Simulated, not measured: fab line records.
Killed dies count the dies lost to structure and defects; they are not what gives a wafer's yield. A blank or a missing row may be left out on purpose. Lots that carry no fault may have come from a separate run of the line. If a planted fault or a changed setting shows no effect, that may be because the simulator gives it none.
fab line records ; flow n5Finfet ; part 2 of 2: steps 5 to 6 of 6
[record] lots = 21; wafers = 63; lastDay = 19
route steps=1938 shown BEOL_M5@1159 BEOL_M6@1194
lots untouched by any fault: they come from a run of this same line in which no faults occurred
startH: hours from the record's first day to the start of the lot's first wafer shown ; waitH: hours since the lot's step before ; " the same as in the row above ; L1.1+2: a row that stands for several wafers ; - no value, or no start given ; * or withheld: withheld ; < > ~ a bound
route shown NAME@n: names a module that has steps shown in the file, with the first one's number in the route ; usual: mean and standard deviation over wafers with no fault ; same: alike in all rows ; chamber/n: place in a boat ; sites: each site's reading ; _std_site: their standard deviation ; _edge_site: mean of outer sites minus mean of inner sites ; radiusMm: how far each site lies from the wafer's centre ; mask NAME#n: copy n ; behind: tool/chamber where the wafer was last shaped ; hold: why the lot went on hold/how many hours it stayed there/how the hold came to an end ; device: whichever transistor did not switch (one of n, p or np) ; end of line: tests run on the same wafers once the route is complete ; a step with no rows: only its recipe ; killed: count of dies lost to structure and defects at first sort (not the wafer's yield) ; map: a wafer's dies, x killed, . not, _ none there
set.NAME: the run value of the setting; set.NAME@STEP: its run value at that earlier step ; model.NAME: the simulator's own value behind a step, which no gauge read
steps of the route over a sample of lots; a table a step, a row a wafer
services: a tool's chamber out of use, with start hour (startH, from the record's first day; less than 0 if before it), hours out, and reason
[[steps]]
[step N5_BEOL_M6_ETCH_65]
[recipe] chemistry = CF4; target = SiARC; targetDepthA = 156; maskMaterial = CAR-EUV; timeS = 26; ionEnergyEv = 80; pressureMtorr = 40; sourceW = 545; biasW = 36; Ar_flow_sccm = 100; cf4FlowSccm = 100; ends = cleared
[usual] drypumpMotorCurrentA = 5.7/0.33; etchRfOnTimeS = 26.0/0.7; mfcArSccm = 100.04/0.29; oesProductAu = 0.71/0.054; rfVppV = 184.4/1.5; showerheadPlenumPTorr = 2.16/0.099; throttleValvePct = 15.57/0.17
lot.wafer;tool;chamber;startH;waitH;drypumpMotorCurrentA;etchRfOnTimeS;mfcArSccm;oesProductAu;rfHoursCounterH;rfVppV;showerheadPlenumPTorr;throttleValvePct
L074.1;rieDiel-05;2;224.68;0.0;5.6;26.1;99.94;0.71;71;185.8;2.25;15.49
L074.3;rieDiel-05;0;224.68;0.0;5.6;26.2;100.13;0.66;131;181.2;1.97;15.87
L074.5;rieDiel-05;1;224.68;0.0;5.5;26.2;100.15;0.76;-;183.0;2.11;15.49
L076.2;rieDiel-05;0;227.11;0.0;5.5;26.2;99.78;0.66;132;179.9;1.97;15.88
L076.3;rieDiel-05;2;227.11;0.0;5.7;26.4;100.48;0.71;73;185.9;2.25;15.48
L076.5;rieDiel-05;0;227.11;0.0;5.6;26.0;99.73;0.66;-;183.1;1.97;15.88
L075.1;rieDiel-05;3;231.08;0.0;5.5;25.0;99.59;0.84;1;183.6;2.20;15.55
L075.3;rieDiel-05;1;231.08;0.0;5.5;26.7;99.88;0.74;32;183.0;2.11;15.52
L075.6;rieDiel-05;0;231.08;0.0;5.5;26.4;100.41;0.66;-;181.9;1.97;15.88
L077.2;rieDiel-01;0;238.34;0.0;5.6;26.7;99.71;0.72;43;183.3;2.09;15.52
L077.4;rieDiel-01;1;238.34;0.0;5.8;24.9;100.14;0.74;78;183.1;2.09;15.47
L077.6;rieDiel-01;2;238.34;0.0;5.1;25.4;99.76;0.77;-;183.2;2.09;15.29
L078.1;rieDiel-03;3;246.90;0.0;6.5;26.0;99.85;0.60;212;182.1;2.11;15.53
L078.4;rieDiel-03;0;246.90;0.0;5.6;25.8;99.82;0.77;-;185.5;2.28;15.26
L078.6;rieDiel-03;3;246.90;0.0;6.4;25.9;100.23;0.60;-;185.0;2.11;15.52
L079.1;rieDiel-01;2;255.83;0.0;5.1;25.8;100.31;0.76;32;183.6;2.09;15.29
L079.2;rieDiel-01;0;255.83;0.0;5.6;27.1;99.75;0.71;48;183.1;2.09;15.54
L079.4;rieDiel-01;1;255.83;0.0;5.8;25.2;99.89;0.73;84;183.6;2.09;15.46
L080.1;rieDiel-01;0;258.96;0.0;5.7;26.9;100.35;0.71;49;183.4;2.09;15.54
L080.3;rieDiel-01;2;258.96;0.0;5.1;25.6;100.44;0.75;34;184.4;2.09;15.31
L080.4;rieDiel-01;1;258.96;0.0;5.8;25.2;100.34;0.73;85;183.5;2.09;15.48
L081.2;rieDiel-05;3;259.41;0.0;5.5;25.3;99.97;0.79;11;184.2;2.20;15.57
L081.4;rieDiel-05;0;259.41;0.0;5.5;26.5;100.27;0.65;144;181.0;1.97;15.90
L081.6;rieDiel-05;1;259.41;0.0;5.6;26.5;100.11;0.73;-;182.9;2.10;15.51
L082.1;rieDiel-05;3;266.59;0.0;5.5;25.1;100.12;0.79;14;185.4;2.20;15.58
L082.4;rieDiel-05;0;266.59;0.0;5.5;26.3;100.15;0.65;148;182.6;1.96;15.92
L082.6;rieDiel-05;3;266.59;0.0;5.5;25.2;100.39;0.79;-;184.8;2.20;15.57
L085.2;rieDiel-03;1;274.24;0.0;5.5;25.4;100.02;0.72;82;185.8;2.24;15.57
L085.4;rieDiel-03;2;274.24;0.0;5.7;27.2;100.26;0.81;2;184.4;2.27;15.42
L085.6;rieDiel-03;1;274.24;0.0;5.5;25.5;99.66;0.72;-;186.1;2.24;15.54
L084.2;rieDiel-03;3;288.85;0.0;6.5;25.8;100.00;0.59;225;182.9;2.11;15.56
L084.4;rieDiel-03;2;288.85;0.0;5.7;27.3;99.79;0.78;8;185.8;2.27;15.42
L084.5;rieDiel-03;2;288.85;0.0;5.7;27.3;99.87;0.79;-;186.5;2.27;15.42
L087.3;rieDiel-05;0;291.29;0.0;5.6;26.5;100.19;0.64;153;180.6;1.96;15.92
L087.4;rieDiel-05;1;291.29;0.0;5.6;26.7;99.85;0.72;51;182.6;2.10;15.54
L087.5;rieDiel-05;1;291.29;0.0;5.6;26.5;99.74;0.72;-;184.1;2.10;15.52
L086.2;rieDiel-05;2;294.50;0.0;5.6;26.3;100.00;0.68;96;184.7;2.24;15.54
L086.4;rieDiel-05;1;294.50;0.0;5.5;26.7;100.20;0.71;-;184.4;2.10;15.55
L086.5;rieDiel-05;2;294.50;0.0;5.7;26.4;100.12;0.67;-;185.1;2.24;15.52
L088.1;rieDiel-05;2;307.47;0.0;5.6;26.9;100.36;0.68;100;186.3;2.24;15.54
L088.2;rieDiel-05;1;307.47;0.0;5.5;26.6;100.00;0.71;57;183.3;2.10;15.55
L088.5;rieDiel-05;3;307.47;0.0;5.5;25.0;100.12;0.77;-;186.2;2.19;15.61
L091.1;rieDiel-03;2;329.33;0.0;5.6;27.1;99.43;0.74;26;185.7;2.26;15.46
L091.2;rieDiel-03;1;329.33;0.0;5.5;25.4;99.92;0.70;107;184.3;2.23;15.61
L091.4;rieDiel-03;2;329.33;0.0;5.7;27.2;99.49;0.75;-;186.2;2.26;15.47
L092.2;rieDiel-03;0;333.34;0.0;5.6;25.5;100.33;0.74;46;185.0;2.27;15.29
L092.3;rieDiel-03;2;333.34;0.0;5.7;27.0;100.53;0.74;28;186.0;2.26;15.46
L092.5;rieDiel-03;0;333.34;0.0;5.6;25.7;99.98;0.74;-;184.8;2.27;15.31
L094.3;rieDiel-05;0;336.08;0.0;5.5;26.1;100.13;0.63;168;180.1;1.96;15.95
L094.4;rieDiel-05;1;336.08;0.0;5.6;26.4;99.95;0.70;68;185.5;2.10;15.57
L094.5;rieDiel-05;0;336.08;0.0;5.5;26.2;99.84;0.64;-;181.1;1.96;15.94
L093.2;rieDiel-03;1;338.91;0.0;5.4;25.3;99.79;0.70;111;184.5;2.23;15.61
L093.4;rieDiel-03;0;338.91;0.0;5.7;25.6;100.01;0.74;48;185.9;2.27;15.31
L093.6;rieDiel-03;2;338.91;0.0;5.7;27.1;100.12;0.74;-;186.1;2.26;15.48
L095.1;rieDiel-05;1;341.11;0.0;5.6;26.7;99.99;0.70;70;184.6;2.10;15.59
L095.3;rieDiel-05;2;341.11;0.0;5.6;27.0;100.14;0.66;113;185.6;2.24;15.58
L095.4;rieDiel-05;3;341.11;0.0;5.5;25.5;100.23;0.75;38;185.7;2.19;15.63
L096.1;rieDiel-01;2;342.03;0.0;5.1;25.4;99.93;0.73;67;184.3;2.08;15.37
L096.3;rieDiel-01;1;342.03;0.0;5.8;25.2;100.09;0.71;116;184.3;2.08;15.53
L096.4;rieDiel-01;3;342.03;0.0;6.5;25.3;100.12;0.69;-;186.0;2.27;15.93
L097.1;rieDiel-03;2;361.86;0.0;5.7;27.2;99.89;0.72;39;184.6;2.26;15.48
L097.3;rieDiel-03;0;361.86;0.0;5.7;26.0;99.50;0.73;56;183.8;2.27;15.33
L097.6;rieDiel-03;2;361.86;0.0;5.7;27.4;99.25;0.72;-;185.3;2.26;15.50
[step N5_BEOL_M6_TRENCH_ETCH_37]
[recipe] chemistry = C4F6/O2; targetDepthA = 944.35; target = SiCOH_lowk; timeS = 31.5; ionEnergyEv = 250; pressureMtorr = 30; sourceW = 345; biasW = 185; Ar_flow_sccm = 300; C4F6_flow_sccm = 10; O2_flow_sccm = 10
[usual] drypumpMotorCurrentA = 5.7/0.33; mfcArSccm = 300.1/0.91; oes_f_703_au = 0.83/0.065; oesProductAu = 0.83/0.064; rfVppV = 674/14; showerheadPlenumPTorr = 2.87/0.13; throttleValvePct = 20.90/0.21
lot.wafer;tool;chamber;startH;waitH;drypumpMotorCurrentA;mfcArSccm;oes_f_703_au;oesProductAu;rfHoursCounterH;rfVppV;showerheadPlenumPTorr;throttleValvePct
L074.1;rieDiel-05;2;-;-;5.6;299.3;0.82;0.82;71;680;2.98;20.74
L074.3;rieDiel-05;0;-;-;5.5;300.4;0.77;0.77;131;653;2.63;21.22
L074.5;rieDiel-05;1;-;-;5.5;299.8;0.87;0.88;-;655;2.81;20.92
L076.2;rieDiel-05;0;-;-;5.6;298.9;0.77;0.77;132;651;2.63;21.20
L076.3;rieDiel-05;2;-;-;5.7;298.7;0.82;0.83;73;682;2.97;20.72
L076.5;rieDiel-05;0;-;-;5.5;299.1;0.77;0.77;-;653;2.62;21.19
L075.1;rieDiel-05;3;-;-;5.5;300.1;1.01;0.97;1;677;2.92;20.92
L075.3;rieDiel-05;1;-;-;5.6;299.5;0.86;0.89;32;654;2.81;20.93
L075.6;rieDiel-05;0;-;-;5.5;300.8;0.77;0.77;-;651;2.62;21.22
L077.2;rieDiel-01;0;-;-;5.6;300.4;0.83;0.86;43;670;2.78;20.92
L077.4;rieDiel-01;1;-;-;5.8;299.0;0.89;0.86;78;657;2.78;20.79
L077.6;rieDiel-01;2;-;-;5.1;300.5;0.89;0.90;-;688;2.77;20.56
L078.1;rieDiel-03;3;-;-;6.4;298.3;0.70;0.70;213;688;2.81;20.73
L078.4;rieDiel-03;0;-;-;5.6;300.3;0.90;0.91;-;682;3.01;20.53
L078.6;rieDiel-03;3;-;-;6.4;298.4;0.70;0.70;-;689;2.81;20.73
L079.1;rieDiel-01;2;-;-;5.1;301.3;0.88;0.89;32;687;2.77;20.55
L079.2;rieDiel-01;0;-;-;5.7;300.5;0.81;0.85;48;669;2.78;20.92
L079.4;rieDiel-01;1;-;-;5.8;298.5;0.88;0.86;84;658;2.77;20.81
L080.1;rieDiel-01;0;-;-;5.7;299.3;0.80;0.85;49;671;2.78;20.92
L080.3;rieDiel-01;2;-;-;5.1;301.7;0.87;0.89;34;687;2.76;20.55
L080.4;rieDiel-01;1;-;-;5.8;299.6;0.88;0.86;85;658;2.77;20.81
L081.2;rieDiel-05;3;-;-;5.5;301.0;0.95;0.92;11;676;2.91;20.93
L081.4;rieDiel-05;0;-;-;5.5;300.3;0.77;0.75;144;651;2.62;21.21
L081.6;rieDiel-05;1;-;-;5.6;300.9;0.84;0.85;-;654;2.80;20.94
L082.1;rieDiel-05;3;-;-;5.5;301.1;0.94;0.92;14;678;2.91;20.94
L082.4;rieDiel-05;0;-;-;5.5;298.8;0.76;0.75;148;651;2.62;21.25
L082.6;rieDiel-05;3;-;-;5.5;300.5;0.93;0.93;-;677;2.91;20.94
L085.2;rieDiel-03;1;-;-;5.5;299.6;0.85;0.84;82;687;2.99;21.00
L085.4;rieDiel-03;2;-;-;5.6;299.8;0.94;0.96;2;685;3.03;20.81
L085.6;rieDiel-03;1;-;-;5.4;300.5;0.85;0.85;-;684;2.99;21.00
L084.2;rieDiel-03;3;-;-;6.5;300.2;0.68;0.70;225;688;2.80;20.75
L084.4;rieDiel-03;2;-;-;5.7;300.0;0.91;0.92;9;686;3.03;20.84
L084.5;rieDiel-03;2;-;-;5.7;299.7;0.91;0.93;-;685;3.03;20.81
L087.3;rieDiel-05;0;-;-;5.5;300.7;0.76;0.75;153;652;2.62;21.26
L087.4;rieDiel-05;1;-;-;5.6;301.2;0.83;0.84;51;656;2.80;20.94
L087.5;rieDiel-05;1;-;-;5.6;301.5;0.83;0.84;-;654;2.80;20.98
L086.2;rieDiel-05;2;-;-;5.7;301.2;0.79;0.80;96;681;2.96;20.78
L086.4;rieDiel-05;1;-;-;5.6;299.7;0.83;0.84;-;654;2.80;20.95
L086.5;rieDiel-05;2;-;-;5.6;300.5;0.79;0.80;-;681;2.96;20.77
L088.1;rieDiel-05;2;-;-;5.7;300.4;0.79;0.78;100;680;2.96;20.76
L088.2;rieDiel-05;1;-;-;5.6;299.6;0.83;0.84;57;654;2.79;20.94
L088.5;rieDiel-05;3;-;-;5.5;299.0;0.91;0.89;-;677;2.91;20.94
L091.1;rieDiel-03;2;-;-;5.6;302.6;0.86;0.87;26;685;3.02;20.83
L091.2;rieDiel-03;1;-;-;5.4;299.9;0.82;0.81;107;685;2.98;21.02
L091.4;rieDiel-03;2;-;-;5.7;302.2;0.87;0.88;-;686;3.02;20.85
L092.2;rieDiel-03;0;-;-;5.6;300.8;0.86;0.86;46;681;3.00;20.55
L092.3;rieDiel-03;2;-;-;5.6;300.5;0.87;0.87;28;685;3.02;20.84
L092.5;rieDiel-03;0;-;-;5.6;300.0;0.86;0.86;-;682;3.00;20.55
L094.3;rieDiel-05;0;-;-;5.5;299.4;0.75;0.74;168;652;2.61;21.26
L094.4;rieDiel-05;1;-;-;5.5;299.7;0.82;0.82;68;653;2.79;20.98
L094.5;rieDiel-05;0;-;-;5.5;298.8;0.74;0.73;-;652;2.61;21.29
L093.2;rieDiel-03;1;-;-;5.5;301.6;0.82;0.81;111;684;2.98;21.04
L093.4;rieDiel-03;0;-;-;5.6;299.6;0.86;0.86;48;682;3.00;20.56
L093.6;rieDiel-03;2;-;-;5.7;298.6;0.85;0.87;-;685;3.02;20.85
L095.1;rieDiel-05;1;-;-;5.6;299.9;0.81;0.82;70;656;2.79;20.99
L095.3;rieDiel-05;2;-;-;5.6;299.3;0.78;0.78;113;680;2.96;20.79
L095.4;rieDiel-05;3;-;-;5.5;300.5;0.90;0.87;38;677;2.90;20.98
L096.1;rieDiel-01;2;-;-;5.1;300.0;0.83;0.85;68;688;2.75;20.61
L096.3;rieDiel-01;1;-;-;5.8;299.9;0.85;0.82;116;658;2.76;20.86
L096.4;rieDiel-01;3;-;-;6.5;299.7;0.83;0.82;-;684;3.02;21.35
L097.1;rieDiel-03;2;-;-;5.7;299.3;0.85;0.86;39;684;3.01;20.86
L097.3;rieDiel-03;0;-;-;5.7;300.0;0.85;0.86;56;682;2.99;20.58
L097.6;rieDiel-03;2;-;-;5.7;300.1;0.84;0.86;-;684;3.01;20.87
[[services]]
tool;chamber;startH;hours;kind
rieDiel-05;0;191.10;10.4;repair
rieDiel-01;2;193.46;18.9;repair
rieDiel-06;1;198.28;9.6;repair
rieDiel-03;2;206.92;7.6;repair
rieDiel-05;3;208.59;-;clean
rieDiel-05;3;208.59;-;consumableReplace:focusRing
rieDiel-05;3;208.59;21.5;scheduledDown
rieDiel-05;3;208.59;21.5;ventCycle
rieDiel-04;-;216.50;0.6;repair
pecvd-02;-;223.37;1.4;repair
rieDiel-02;1;227.08;8.1;repair
rieDiel-04;1;232.09;5.6;repair
rieDiel-03;2;243.45;-;clean
rieDiel-03;2;243.45;-;consumableReplace:focusRing
rieDiel-03;2;243.45;-;consumableReplace:showerhead
rieDiel-03;2;243.45;24.1;scheduledDown
rieDiel-03;-;255.51;15.6;pm
rieDiel-05;-;266.94;15.6;pm
rieDiel-01;-;288.94;2.8;pm
pecvd-01;1;292.97;3.6;repair
rieDiel-05;0;293.56;3.4;repair
rieDiel-06;3;296.14;2.1;repair
pecvd-01;-;297.04;28.1;pm
rieDiel-02;2;333.65;4.7;repair
